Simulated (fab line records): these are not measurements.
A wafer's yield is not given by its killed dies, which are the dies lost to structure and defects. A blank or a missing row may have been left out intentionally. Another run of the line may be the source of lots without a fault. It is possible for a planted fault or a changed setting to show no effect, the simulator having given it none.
fab line records | flow nand_harc
record: lots: 5 | wafers: 15 | last_day: 32
route steps=1302 shown A_CHANNEL_HOLE_D1@484 A_CHANNEL_FILL_D1@490 END@1302
lots with no fault: from the same line, run without faults
start_h: hours from the record's opening day to when the first of the lot's shown wafers began | wait_h: hours from the lot's prior step to this one | " as in the row above | L1.1+2: a row that stands for several wafers | - no value, or no start given | * or withheld: withheld | < > ~ a bound
route shown NAME@n: names a module that has steps shown in the file, with the first one's number in the route | usual: average and standard deviation across the fault-free wafers | same: alike in all rows | chamber/n: place in a boat | sites: per-site readings | _std_site: their standard deviation | _edge_site: inner sites' mean taken away from outer sites' mean | radius_mm: how far each site lies from the wafer's centre | mask NAME#n: copy n | behind: tool/chamber where the wafer was last shaped | hold: cause of the lot's hold/its duration in hours/its outcome | device: transistor that didn't switch, given as n, p or np | end of line: the same wafers' tests at the end of the route | a step without rows: its recipe alone | killed: not the wafer's yield, but the dies lost to structure and defects at the first sort | map: a wafer's dies, marking killed ones x, the rest . and places with no die _
set.NAME: the setting that was run; set.NAME@STEP: the one run at that earlier step | model.NAME: the simulator's own value behind a step, which no gauge read
lots at some steps of the route; a table a step, a row a wafer
services: the hour from which a tool's chamber was out of use, counted from the record's first day as start_h (under 0 if before that day), plus the number of hours and why
== steps ==
step: NHARC_A_CHANNEL_HOLE_D1_STRIP_27
recipe: o2_flow_sccm: 500 | ar_flow_sccm: 0 | bias_w: 0 | chemistry: O2
usual: drypump_motor_current_A: 5.7/0.41 | mfc_ar_sccm: 0.002/0.0042 | oes_product_au: 0.993/0.011 | rf_vpp_V: 57.6/0.9 | showerhead_plenum_p_Torr: 3.45/0.16 | throttle_valve_pct: 17.036/0.0096
lot.wafer | tool        | chamber | start_h | wait_h | drypump_motor_current_A | mfc_ar_sccm | oes_product_au | rf_hours_counter_h | rf_vpp_V | showerhead_plenum_p_Torr | throttle_valve_pct
L892.1    | rie_diel-07 | 2       | -       | -      | 6.4                     | 0           | 0.997          | 8                  | 57.6     | 3.40                     | 17.049
L892.4    | "           | 3       | "       | "      | 5.4                     | 0           | 0.984          | 8                  | 58.1     | 3.54                     | 17.041
L892.5    | "           | 1       | "       | "      | 5.6                     | 0           | 0.996          | -                  | 58.5     | 3.29                     | 17.029
L898.3    | rie_diel-06 | 1       | -       | -      | 5.4                     | 0.016       | 1.010          | 53                 | 57.3     | 3.28                     | 17.040
L898.5    | "           | 2       | "       | "      | 5.6                     | 0           | 1.011          | -                  | 58.2     | 3.45                     | 17.020
L898.6    | "           | 3       | "       | "      | 4.8                     | 0           | 0.977          | -                  | 58.4     | 3.34                     | 17.017
L905.3    | rie_diel-07 | 0       | -       | -      | 5.7                     | 0.008       | 1.003          | 4                  | 56.5     | 3.31                     | 17.024
L905.4    | "           | 1       | "       | "      | 5.6                     | 0           | 1.012          | 4                  | 56.4     | 3.28                     | 17.025
L905.1    | "           | 3       | "       | "      | 5.4                     | 0           | 0.975          | 4                  | 57.2     | 3.54                     | 17.037
L906.1    | rie_diel-07 | 0       | -       | -      | 5.7                     | 0.008       | 1.002          | 5                  | 56.2     | 3.31                     | 17.034
L906.3    | "           | 2       | "       | "      | 6.4                     | 0           | 0.999          | 5                  | 58.5     | 3.40                     | 17.052
L906.6    | "           | 3       | "       | "      | 5.4                     | 0           | 0.984          | -                  | 57.6     | 3.54                     | 17.036
L907.1    | rie_diel-13 | 3       | -       | -      | 5.9                     | 0.005       | 0.991          | 5                  | 59.0     | 3.81                     | 17.048
L907.3    | "           | 0       | "       | "      | 6.0                     | 0           | 0.994          | 7                  | 58.2     | 3.66                     | 17.049
L907.2    | "           | 2       | "       | "      | 5.4                     | 0           | 0.987          | 5                  | 57.8     | 3.65                     | 17.067
step: NHARC_A_CHANNEL_HOLE_D1_PRECLEAN_28
recipe: time_s: * | temp_c: 50 | bath_age_min: 0 | chemistry: SC1
step: NHARC_A_CHANNEL_HOLE_D1_SRD_29
step: NHARC_A_CHANNEL_HOLE_D1_CD_MEAS_30
usual: cd_nm: 90.9/1.8
lot.wafer | tool      | chamber | start_h | wait_h | cd_nm
L892.1    | cd_sem-01 | -       | 216.27  | -      | 91.5
L892.4    | "         | -       | "       | "      | 91.6
L892.5    | "         | -       | "       | "      | 91.4
L898.3    | cd_sem-01 | -       | 274.78  | -      | 91.2
L898.5    | "         | -       | "       | "      | 93.0
L898.6    | "         | -       | "       | "      | 89.9
L905.1    | cd_sem-01 | -       | 345.29  | -      | 92.0
L905.3    | "         | -       | "       | "      | 89.0
L905.4    | "         | -       | "       | "      | 92.4
L906.1    | cd_sem-02 | -       | 356.69  | -      | 92.3
L906.3    | "         | -       | "       | "      | 90.7
L906.6    | "         | -       | "       | "      | 93.9
L907.1    | cd_sem-02 | -       | 367.93  | -      | 88.9
L907.2    | "         | -       | "       | "      | 89.4
L907.3    | "         | -       | "       | "      | 89.0
step: NHARC_A_CHANNEL_HOLE_D1_XSEM_31
recipe: landing_energy_ev: 35000
usual: bot_cd_nm: 75.4/1.9 | bow_nm: 8.63/0.23 | tilt_deg: 0.08/0.034
lot.wafer | tool    | chamber | start_h | wait_h | bot_cd_nm | bow_nm | tilt_deg
L892.1    | xsem-01 | 0       | 216.36  | 0.1    | 76.6      | 8.34   | 0.11
L892.4    | "       | 0       | "       | "      | 76.7      | 8.44   | 0.11
L892.5    | "       | 0       | "       | "      | 75.8      | 8.39   | 0.11
L898.3    | xsem-02 | 0       | 274.87  | 0.1    | 75.6      | 8.76   | 0.07
L898.5    | "       | 0       | "       | "      | 77.8      | 8.71   | 0.07
L898.6    | "       | 0       | "       | "      | 74.6      | 8.73   | 0.07
L905.1    | xsem-01 | 0       | 345.38  | 0.1    | 76.6      | 8.48   | 0.08
L905.3    | "       | 0       | "       | "      | 74.8      | 8.45   | 0.07
L905.4    | "       | 0       | "       | "      | 77.1      | 8.55   | 0.07
L906.1    | xsem-02 | 0       | 356.78  | 0.1    | 76.6      | 8.87   | 0.12
L906.3    | "       | 0       | "       | "      | 74.2      | 8.75   | 0.12
L906.6    | "       | 0       | "       | "      | 77.7      | 8.88   | 0.12
L907.1    | xsem-01 | 0       | 368.01  | 0.1    | 73.2      | 8.86   | 0.13
L907.2    | "       | 0       | "       | "      | 73.7      | 8.84   | 0.13
L907.3    | "       | 0       | "       | "      | 74.0      | 8.91   | 0.13
step: NHARC_A_CHANNEL_HOLE_D1_INSPECT_40
usual: raw_defect_count: 65/28
lot.wafer | tool              | chamber | start_h | wait_h | raw_defect_count
L892.1    | defect_inspect-01 | -       | 216.46  | -      | 94
L892.4    | "                 | -       | "       | "      | 56
L892.5    | "                 | -       | "       | "      | 48
L898.3    | defect_inspect-01 | -       | 274.96  | -      | 62
L898.5    | "                 | -       | "       | "      | 33
L898.6    | "                 | -       | "       | "      | 31
L905.1    | defect_inspect-01 | -       | 345.48  | -      | 29
L905.3    | "                 | -       | "       | "      | 28
L905.4    | "                 | -       | "       | "      | 37
L906.1    | defect_inspect-01 | -       | 356.88  | -      | 113
L906.3    | "                 | -       | "       | "      | 101
L906.6    | "                 | -       | "       | "      | 142
L907.1    | defect_inspect-01 | -       | 368.11  | -      | 58
L907.2    | "                 | -       | "       | "      | 63
L907.3    | "                 | -       | "       | "      | 62
step: NHARC_A_CHANNEL_FILL_D1_PRECLEAN_00
recipe: time_s: * | temp_c: 50 | bath_age_min: 0 | chemistry: SC1
step: NHARC_A_CHANNEL_FILL_D1_SRD_01
step: NHARC_A_CHANNEL_FILL_D1_ALD_02
recipe: target_thk_a: 60 | pulse_time_s: 10 | ald_cycles: 60 | temp_c: 300 | material: SiO2
usual: ald_cycles: 60/0 | heater_power_w: 437/50 | precursor_pulse_height_rel: 0.997/0.022
lot.wafer | tool      | chamber | start_h | wait_h | ald_cycles | heater_power_w | precursor_pulse_height_rel
L892.1    | ald_hk-01 | 2       | 216.65  | -      | 60         | 415            | 0.971
L892.4    | "         | 0       | "       | "      | 60         | 577            | 1.018
L892.5    | "         | 2       | "       | "      | 60         | 420            | 1.023
L898.3    | ald_hk-01 | 0       | 275.35  | -      | 60         | 579            | 0.988
L898.5    | "         | 0       | "       | "      | 60         | 584            | 1.049
L898.6    | "         | 1       | "       | "      | 60         | 416            | 1.025
L905.4    | ald_hk-02 | 1       | 345.75  | -      | 60         | 426            | 0.984
L905.1    | "         | 2       | "       | "      | 60         | 439            | 0.981
L905.3    | "         | 0       | "       | "      | 60         | 421            | 1.018
L906.3    | ald_hk-03 | 0       | 357.07  | -      | 60         | 494            | 0.972
L906.1    | "         | 3       | "       | "      | 60         | 463            | 1.023
L906.6    | "         | 0       | "       | "      | 60         | 474            | 1.011
L907.1    | ald_hk-02 | 2       | 368.30  | -      | 60         | 414            | 0.976
L907.3    | "         | 3       | "       | "      | 60         | 437            | 1.002
L907.2    | "         | 0       | "       | "      | 60         | 410            | 0.966
step: NHARC_A_CHANNEL_FILL_D1_ALD_03
recipe: target_thk_a: 60 | pulse_time_s: 60 | ald_cycles: 58 | temp_c: 630 | pressure_torr: 2 | material: SiNx
usual: ald_cycles: 58/0 | precursor_pulse_height_rel: 0.999/0.019
lot.wafer | tool             | chamber | start_h | wait_h | ald_cycles | precursor_pulse_height_rel
L892.1    | ald_sin_batch-03 | 0       | -       | -      | 58         | 0.970
L892.4    | "                | 0       | "       | "      | 58         | 1.003
L892.5    | "                | 0       | "       | "      | 58         | 1.031
L898.3    | ald_sin_batch-01 | 0       | -       | -      | 58         | 1.001
L898.5    | "                | 0       | "       | "      | 58         | 1.006
L898.6    | "                | 0       | "       | "      | 58         | 1.011
L905.1    | ald_sin_batch-03 | 0       | -       | -      | 58         | 1.000
L905.3    | "                | 0       | "       | "      | 58         | 0.995
L905.4    | "                | 0       | "       | "      | 58         | 1.005
L906.1    | ald_sin_batch-02 | 0       | -       | -      | 58         | 1.003
L906.3    | "                | 0       | "       | "      | 58         | 0.993
L906.6    | "                | 0       | "       | "      | 58         | 0.982
L907.1    | ald_sin_batch-03 | 0       | -       | -      | 58         | 0.991
L907.2    | "                | 0       | "       | "      | 58         | 1.014
L907.3    | "                | 0       | "       | "      | 58         | 1.038
step: NHARC_A_CHANNEL_FILL_D1_ALD_14
recipe: target_thk_a: 25 | pulse_time_s: 10 | ald_cycles: 25 | temp_c: 300 | material: SiO2
usual: ald_cycles: 25/0 | heater_power_w: 439/57 | precursor_pulse_height_rel: 0.999/0.02
lot.wafer | tool      | chamber | start_h | wait_h | ald_cycles | heater_power_w | precursor_pulse_height_rel
L892.1    | ald_hk-01 | 2       | 224.58  | 1.0    | 25         | 411            | 1.015
L892.4    | "         | 3       | "       | "      | 25         | 393            | 0.994
L892.5    | "         | 3       | "       | "      | 25         | 395            | 0.982
L898.3    | ald_hk-01 | 1       | 283.73  | 0.0    | 25         | 409            | 0.967
L898.5    | "         | 1       | "       | "      | 25         | 421            | 0.980
L898.6    | "         | 2       | "       | "      | 25         | 410            | 0.984
L905.1    | ald_hk-03 | 3       | 352.88  | 0.1    | 25         | 460            | 1.013
L905.3    | "         | 0       | "       | "      | 25         | 496            | 0.977
L905.4    | "         | 1       | "       | "      | 25         | 470            | 0.998
L906.3    | ald_hk-02 | 2       | 364.53  | 0.1    | 25         | 418            | 1.026
L906.1    | "         | 0       | "       | "      | 25         | 404            | 1.007
L906.6    | "         | 2       | "       | "      | 25         | 423            | 0.985
L907.1    | ald_hk-01 | 0       | 375.31  | 0.0    | 25         | 576            | 1.024
L907.2    | "         | 1       | "       | "      | 25         | 396            | 1.000
L907.3    | "         | 3       | "       | "      | 25         | 401            | 0.967
step: NHARC_A_CHANNEL_FILL_D1_ALD_15
recipe: target_thk_a: 20 | pulse_time_s: 60 | ald_cycles: 19 | temp_c: 630 | pressure_torr: 2 | material: SiNx
step: NHARC_A_CHANNEL_FILL_D1_ALD_16
recipe: target_thk_a: 15 | pulse_time_s: 10 | ald_cycles: 15 | temp_c: 300 | material: SiO2
usual: ald_cycles: 15/0 | heater_power_w: 442/53 | precursor_pulse_height_rel: 1.002/0.02
lot.wafer | tool      | chamber | start_h | wait_h | ald_cycles | heater_power_w | precursor_pulse_height_rel
L892.4    | ald_hk-02 | 2       | 229.76  | 0.0    | 15         | 440            | 1.009
L892.1    | "         | 3       | "       | "      | 15         | 458            | 1.020
L892.5    | "         | 3       | "       | "      | 15         | 446            | 1.025
L898.3    | ald_hk-03 | 2       | 289.02  | 0.1    | 15         | 384            | 1.033
L898.6    | "         | 3       | "       | "      | 11         | 479            | 0.995
L898.5    | "         | 0       | "       | "      | 15         | 490            | 1.009
L905.1    | ald_hk-01 | 0       | 358.24  | 0.0    | 15         | 578            | 1.014
L905.3    | "         | 1       | "       | "      | 15         | 402            | 1.021
L905.4    | "         | 2       | "       | "      | 15         | 394            | 1.037
L906.1    | ald_hk-03 | 2       | 372.17  | 2.5    | 15         | 389            | 0.995
L906.3    | "         | 3       | "       | "      | 15         | 458            | 1.037
L906.6    | "         | 2       | "       | "      | 15         | 378            | 0.953
L907.3    | ald_hk-01 | 3       | 380.49  | 0.0    | 15         | 403            | 0.961
L907.2    | "         | 1       | "       | "      | 15         | 403            | 0.992
L907.1    | "         | 2       | "       | "      | 15         | 406            | 0.986
step: NHARC_A_CHANNEL_FILL_D1_ANNEAL_17
recipe: temp_c: 850 | time_s: 1800
step: NHARC_END_SORT_01
recipe: temp_c: 25
usual: killed_at_array: 45/18 | killed_at_other: 0.9/1.3 | killed_at_periphery: 3.7/2.2 | killed_dies: 50/18 | killed_open: 3.2/1.9 | killed_short: 2.4/1.6
same: gross_dies: 677
lot.wafer | tool      | chamber | start_h | wait_h | killed_at_array | killed_at_other | killed_at_periphery | killed_dies | killed_open | killed_short
L892.1    | prober-02 | 0       | 580.47  | 2.5    | 42              | 0               | 0                   | 42          | 1           | 2
L892.4    | prober-02 | 0       | 582.88  | 3.4    | 24              | 0               | 1                   | 25          | 1           | 2
L892.5    | prober-02 | 0       | 583.68  | 3.7    | 42              | 0               | 2                   | 44          | 2           | 2
L898.3    | prober-01 | 0       | 650.17  | 3.1    | 43              | 4               | 1                   | 48          | 3           | 4
L898.5    | prober-01 | 0       | 651.76  | 3.7    | 46              | 0               | 3                   | 49          | 3           | 3
L898.6    | prober-01 | 0       | 652.55  | 4.0    | 51              | 0               | 4                   | 55          | 5           | 3
L906.1    | prober-02 | 0       | 744.22  | 2.5    | 30              | 0               | 4                   | 34          | 3           | 1
L906.3    | prober-02 | 0       | 745.84  | 3.1    | 32              | 0               | 8                   | 40          | 2           | 1
L906.6    | prober-02 | 0       | 748.27  | 4.1    | 66              | 1               | 5                   | 72          | 8           | 5
L907.1    | prober-01 | 0       | 770.17  | 2.5    | 19              | 3               | 7                   | 29          | 1           | 1
L907.2    | prober-01 | 0       | 770.97  | 2.8    | 27              | 2               | 7                   | 36          | 0           | 2
L907.3    | prober-01 | 0       | 771.77  | 3.1    | 24              | 1               | 5                   | 30          | 1           | 5
killed by level:class
L892.1 A_CHANNEL_HOLE_D2:chamber_film_flake=37 A_CHANNEL_FILL_D1:geometric_particle:short=1 A_CHANNEL_FILL_D1:geometric_particle:open=1 A_ONON_D2:geometric_particle:short=1 A_WL_FILL:chamber_film_flake=1 A_CONTACT:chamber_film_flake=1
L892.4 A_CHANNEL_HOLE_D2:chamber_film_flake=17 A_CHANNEL_HOLE_D1:chamber_film_flake=3 P_M0:geometric_particle:short=1 A_M0:geometric_particle:open=1 A_M1:geometric_particle:short=1 A_CHANNEL_FILL_D1:chamber_film_flake=1 A_CONTACT:chamber_film_flake=1
L892.5 A_CHANNEL_HOLE_D2:chamber_film_flake=36 A_WL_FILL:geometric_particle:short=1 A_BLC:geometric_particle:open=1 A_M0:geometric_particle:short=1 A_M0:geometric_particle:open=1 P_ZERO_WELL:chamber_film_flake=1 P_GATE:chamber_film_flake=1 A_ZERO_WELL:chamber_film_flake=1
L898.3 A_SLIT:chamber_film_flake=16 A_CHANNEL_HOLE_D2:chamber_film_flake=12 THIN_TSV:chamber_film_flake=4 A_STAIRCASE:chamber_film_flake=3 A_ONON_D1:geometric_particle:short=2 A_CHANNEL_HOLE_D1:chamber_film_flake=2 P_M0:geometric_particle:open=1 A_WL_FILL:geometric_particle:short=1
L898.5 A_SLIT:chamber_film_flake=16 A_CHANNEL_HOLE_D2:chamber_film_flake=16 A_CHANNEL_HOLE_D1:chamber_film_flake=3 A_M0:geometric_particle:open=2 A_CHANNEL_FILL_D2:chamber_film_flake=2 A_STAIRCASE:chamber_film_flake=2 P_CONTACT:geometric_particle:short=1 P_M1:geometric_particle:short=1
L898.6 A_SLIT:chamber_film_flake=28 A_CHANNEL_HOLE_D2:chamber_film_flake=9 A_STAIRCASE:chamber_film_flake=4 P_STI:chamber_film_flake=2 P_GATE:geometric_particle:short=1 A_CHANNEL_FILL_D1:geometric_particle:open=1 A_DECK1_JOINT:geometric_particle:short=1 A_ONON_D2:geometric_particle:open=1
L906.1 A_CHANNEL_HOLE_D1:chamber_film_flake=15 A_CONTACT:chamber_film_flake=7 A_WL_FILL:chamber_film_flake=3 A_SOURCE_PLATE:geometric_particle:short=1 A_ONON_D1:geometric_particle:open=1 A_ONON_D2:geometric_particle:open=1 A_BLC:geometric_particle:open=1 P_STI:chamber_film_flake=1
L906.3 A_CHANNEL_HOLE_D1:chamber_film_flake=18 P_STI:chamber_film_flake=5 A_SLIT:chamber_film_flake=5 A_CONTACT:chamber_film_flake=5 P_ZERO_WELL:geometric_particle:open=1 A_CHANNEL_HOLE_D1:geometric_particle:short=1 A_SGD_CUT:geometric_particle:open=1 P_M1:chamber_film_flake=1
L906.6 A_CHANNEL_HOLE_D1:chamber_film_flake=39 A_CONTACT:chamber_film_flake=11 A_WL_FILL:chamber_film_flake=3 A_WL_FILL:geometric_particle:open=2 P_BONDPAD:chamber_film_flake=2 P_GATE:geometric_particle:open=1 P_CONTACT:geometric_particle:short=1 A_ONON_D1:geometric_particle:open=1
L907.1 A_CHANNEL_HOLE_D1:chamber_film_flake=6 A_CONTACT:chamber_film_flake=5 P_CONTACT:chamber_film_flake=3 A_STAIRCASE:chamber_film_flake=3 P_GATE:chamber_film_flake=2 THIN_TSV:chamber_film_flake=2 A_CHANNEL_FILL_D2:geometric_particle:open=1 A_M0:geometric_particle:short=1
L907.2 A_CHANNEL_HOLE_D1:chamber_film_flake=8 A_SLIT:chamber_film_flake=7 A_CONTACT:chamber_film_flake=4 A_DECK1_JOINT:chamber_film_flake=3 P_GATE:chamber_film_flake=2 P_M2:chamber_film_flake=2 THIN_TSV:chamber_film_flake=2 A_ONON_D1:geometric_particle:short=1
L907.3 A_CHANNEL_HOLE_D1:chamber_film_flake=10 A_SLIT:chamber_film_flake=7 P_GATE:chamber_film_flake=3 P_M0:geometric_particle:short=2 A_CHANNEL_FILL_D2:geometric_particle:short=2 A_CONTACT:chamber_film_flake=2 A_DECK1_JOINT:geometric_particle:short=1 A_M0:geometric_particle:open=1
== services ==
tool             | chamber | start_h | hours | kind
ald_hk-03        | -       | 214.68  | 10.0  | pm
rie_diel-13      | 1       | 215.77  | 10.2  | repair
ald_hk-02        | -       | 216.81  | 0.7   | repair
rie_diel-07      | 1       | 240.25  | 22.2  | repair
rie_diel-06      | 3       | 257.68  | 4.5   | repair
ald_sin_batch-02 | -       | 266.00  | 26.0  | pm
rie_diel-06      | -       | 267.75  | 0.9   | repair
rie_diel-13      | 0       | 282.21  | 20.6  | repair
rie_diel-07      | -       | 294.20  | 9.0   | pm
ald_hk-01        | -       | 296.17  | 10.0  | pm
ald_hk-01        | 0       | 296.17  | 10.0  | vent_cycle
ald_hk-01        | 1       | 296.17  | 10.0  | vent_cycle
ald_hk-01        | 2       | 296.17  | 10.0  | vent_cycle
ald_hk-01        | 3       | 296.17  | 10.0  | vent_cycle
ald_hk-01        | 0       | 306.17  | -     | clean
ald_hk-01        | 1       | 306.17  | -     | clean
ald_hk-01        | 2       | 306.17  | -     | clean
rie_diel-06      | -       | 307.20  | 9.0   | pm
rie_diel-13      | 0       | 320.88  | 6.4   | repair
rie_diel-13      | -       | 343.67  | 9.0   | pm
ald_hk-02        | -       | 351.21  | 10.0  | pm
ald_hk-01        | -       | 355.66  | 0.7   | repair
rie_diel-07      | 0       | 371.17  | 6.7   | repair
xsem-01          | -       | 374.00  | 14.0  | pm
== key ==
first_sign: step: NHARC_A_CHANNEL_FILL_D1_ALD_16 | reading: ald_cycles | direction: down | sigmas: 99+ | usual: 15 | struck: 11
effect none on later readings
met_at NHARC_A_CHANNEL_FILL_D1_ALD_16
struck_wafers L898.6
tester_left_out L898
fault: kind: process_parameter_drift | tool: ald_hk-03 | chamber: 3 | onset_h: 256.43 | steps: NHARC_A_CHANNEL_FILL_D1_ALD_16 | channel: ald_cycles | offset: -4 | shape: step | end_h: 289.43 | acts_in: these_recipes_only | stated: 15
tester_left_out: of these lots the tester's yield and bins aren't shown, on N5 and GAA mostly nor the transistor test; their killed dies are dies lost to structure and defects alone, not to doping, threshold or leakage, so they don't give the yield
